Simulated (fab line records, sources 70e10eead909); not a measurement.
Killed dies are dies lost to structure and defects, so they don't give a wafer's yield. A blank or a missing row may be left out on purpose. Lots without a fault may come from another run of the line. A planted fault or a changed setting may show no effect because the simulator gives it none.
Chamber matching | flow nand_harc | NHARC_A_STAIRCASE_STRIP_476 on rie_diel-07: 4 sister chambers
The step strips in O2, time 20 s. 4 wafers are shown with their chamber, then 9 later ones without.

WAFERS WITH THEIR CHAMBER
wafer  | chamber | showerhead_plenum_p_Torr (Torr)
L279.6 | 1       | 3.61
L282.4 | 0       | 3.29
L282.5 | 3       | 3.36
L282.6 | 2       | 3.76

WAFERS WITHOUT THEIR CHAMBER
wafer  | showerhead_plenum_p_Torr (Torr)
L281.1 | 3.76
L281.2 | 3.36
L281.3 | 3.29
L285.1 | 3.29
L285.2 | 3.60
L285.6 | 3.35
L286.3 | 3.60
L286.4 | 3.35
L286.5 | 3.60

WHICH CHAMBER EACH WENT THROUGH
wafer  | from the rows above | in truth
L281.1 | 2                   | 2
L281.2 | 3                   | 3
L281.3 | 0                   | 0
L285.1 | 0                   | 0
L285.2 | 1                   | 1
L285.6 | 3                   | 3
L286.3 | 1                   | 1
L286.4 | 3                   | 3
L286.5 | 1                   | 1
Placed correctly: 9 of 9. Can't be placed from these rows: 0. Placed wrongly: 0.
How it was worked out, from the rows above alone: a wafer's distance from a chamber is the root of the sum, over the readings, of the square of ((its reading less the chamber's mean) divided by the reading's scatter). The wafer belongs to the nearest chamber; if the next one is less than 2 further off, it can't be placed. A chamber's mean is the mean of its shown wafers. The scatter: with one shown wafer a chamber, the root of the mean of the squares of how far each hidden wafer lies from its nearest shown one.
